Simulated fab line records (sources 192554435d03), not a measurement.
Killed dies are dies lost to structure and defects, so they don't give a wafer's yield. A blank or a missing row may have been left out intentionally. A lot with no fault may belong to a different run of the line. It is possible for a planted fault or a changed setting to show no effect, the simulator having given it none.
Which of the tools did it? | flow n5_finfet | Sampling: 13 lots, 37 wafers, 2 of 1938 route steps

== WHAT THE GAUGES READ, wafer by wafer ==
N5_BEOL_M6_OCD_MEAS_38. Usual: trench_depth_nm at 94.7 nm, with a standard deviation of 1.4.
lot  | measured     | on     | trench_depth_nm (nm) | flag
L898 | day 9 13:05  | ocd-02 | 94.1 94.7 93.6       |
L897 | day 9 15:23  | ocd-01 | 96.4 96.3 96.1       |
L894 | day 9 18:10  | ocd-02 | 89.4 95.1 96.9       |
L899 | day 10 09:52 | ocd-02 | 95.3 97.8 93.3       |
L900 | day 10 16:13 | ocd-02 | 94.1 94.7 94.1       |
L903 | day 11 19:23 | ocd-01 | 94.9 94.9 97.5       |
L906 | day 12 09:42 | ocd-02 | 95.7 92.4 95.7       |
L907 | day 12 09:45 | ocd-01 | 95.1 94.9 94.9       |
L911 | day 13 15:08 | ocd-01 | 95.2 95.4            |
L913 | day 13 21:41 | ocd-02 | 97.6 96.8            |
L914 | day 14 12:53 | ocd-02 | 95.0 95.1 94.6       |
L915 | day 14 13:22 | ocd-02 | 97.8 92.6 94.8       |
L916 | day 15 01:59 | ocd-01 | 94.5 92.1 94.2       |

N5_BEOL_M6_RS_MEAS_57: measurement is done with a four-point probe. Usual: for M6_RS the level is 0.284 ohm/sq and the standard deviation is 0.0077.
lot  | measured     | on            | M6_RS (ohm/sq)    | flag
L898 | day 9 16:41  | film_metro-01 | 0.290 0.293 0.294 |
L897 | day 9 17:58  | film_metro-01 | 0.276 0.277 0.270 |
L894 | day 9 21:30  | film_metro-02 | 0.309 0.287 0.275 |
L899 | day 10 12:59 | film_metro-01 | 0.278 0.271 0.290 |
L900 | day 10 19:38 | film_metro-02 | 0.295 0.294 0.292 |
L903 | day 11 22:25 | film_metro-02 | 0.277 0.285 0.270 |
L906 | day 12 12:40 | film_metro-02 | 0.282 0.291 0.275 |
L907 | day 12 14:22 | film_metro-01 | 0.282 0.282 0.277 |
L911 | day 13 17:28 | film_metro-02 | 0.280 0.282       |
L913 | day 14 00:19 | film_metro-01 | 0.268 0.272       |
L914 | day 14 15:25 | film_metro-02 | 0.288 0.295 0.289 |
L915 | day 14 17:30 | film_metro-02 | 0.275 0.298 0.283 |
L916 | day 15 04:40 | film_metro-02 | 0.284 0.284 0.283 |

== EACH LOT AND THE TOOL THAT RAN IT (in order: tool; ch and the chambers of the sampled wafers; start) ==
No process step before these readings appears in the record.

== AS READ BY THE TOOLS THEMSELVES (means over the sampled wafers that have a number; for cases with no such wafer, the mark the record gives instead) ==
The record holds no such reading with a usual standard deviation.

== THE ANSWER, worked out from the rows above alone ==
Rule: take the mean of a lot's wafers that have a number; if it is more than 3 standard deviations from the usual mean, the lot is off. Also off: a lot with no number at a reading for which 4 or more lots have one. All remaining lots with rows at the step are treated as sound. The gauges are gone through in route order, then the tools' own readings, and for those a lot's mean is taken as printed above. The first step at which some lot is off is used, and at that step the reading that is off furthest; a lot without a number counts as furthest.
Across all readings shown, no lot is off: no conclusion can be drawn from this.

== WHAT THE SIMULATOR HAD PUT IN ==
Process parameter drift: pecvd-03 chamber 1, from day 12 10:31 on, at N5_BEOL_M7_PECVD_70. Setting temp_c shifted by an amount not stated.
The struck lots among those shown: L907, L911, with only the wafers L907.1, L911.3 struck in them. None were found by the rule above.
